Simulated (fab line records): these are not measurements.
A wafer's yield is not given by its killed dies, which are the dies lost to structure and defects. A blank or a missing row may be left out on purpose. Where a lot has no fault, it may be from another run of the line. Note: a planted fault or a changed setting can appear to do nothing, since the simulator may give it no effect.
Matching of chambers -- flow nand harc -- NHARC_P_M0_PRE_CLEAN_31 on pecvd-02 has 3 sister chambers
The step time 12 s. 27 wafers are shown with their chamber, then 12 later ones without.

WAFERS WITH THEIR CHAMBER
wafer,chamber,heater power w (W)
L075.1,0,668
L075.3,2,617
L075.4,0,666
L076.2,0,620
L076.4,1,609
L076.5,2,590
L076.1,2,593
L076.3,1,595
L076.6,0,606
L081.1,1,627
L081.3,2,631
L081.6,2,610
L078.1,1,692
L078.3,2,595
L078.5,1,689
L086.1,0,637
L086.3,2,574
L086.4,0,628
L087.1,2,613
L087.2,0,672
L087.5,0,662
L087.3,1,639
L087.4,1,626
L087.6,2,620
L088.3,2,537
L088.4,1,659
L088.5,0,622

SIGNATURES, as means of the wafers listed above
reading,chamber 0,chamber 1,chamber 2,scatter within a chamber
heater power w,642.33,642.00,598.00,29.2
Rule: distance of a wafer from a chamber = root of the sum over the readings of ((wafer's reading minus chamber's mean) / reading's scatter) squared. If the next closest chamber is less than 2 further off than the closest, the wafer can't be placed; otherwise it belongs to the closest. How the scatter is found: for the shown wafers, subtract from each reading the mean of its chamber, square and add these, divide the total by (wafers less chambers), then take the root.

WAFERS WHOSE CHAMBER IS MISSING
wafer,heater power w (W)
L089.4,649
L089.5,642
L089.6,623
L090.1,656
L090.3,656
L090.5,663
L094.1,642
L094.2,588
L094.3,609
L094.4,592
L094.5,605
L094.6,645

EACH ONE'S CHAMBER
wafer,from the rows above,in truth
L089.4,can't be placed: 0 or 1 or 2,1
L089.5,can't be placed: 1 or 0 or 2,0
L089.6,can't be placed: 1 or 0 or 2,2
L090.1,can't be placed: 0 or 1 or 2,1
L090.3,can't be placed: 0 or 1 or 2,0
L090.5,can't be placed: 0 or 1 or 2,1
L094.1,can't be placed: 1 or 0 or 2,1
L094.2,can't be placed: 2 or 1 or 0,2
L094.3,can't be placed: 2 or 1 or 0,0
L094.4,can't be placed: 2 or 1 or 0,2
L094.5,can't be placed: 2 or 1 or 0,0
L094.6,can't be placed: 0 or 1 or 2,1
Placed correctly: 0 of 12. Cannot be placed on the basis of these rows: 12; the candidates contain the true chamber in 12. Wrongly placed: 0.
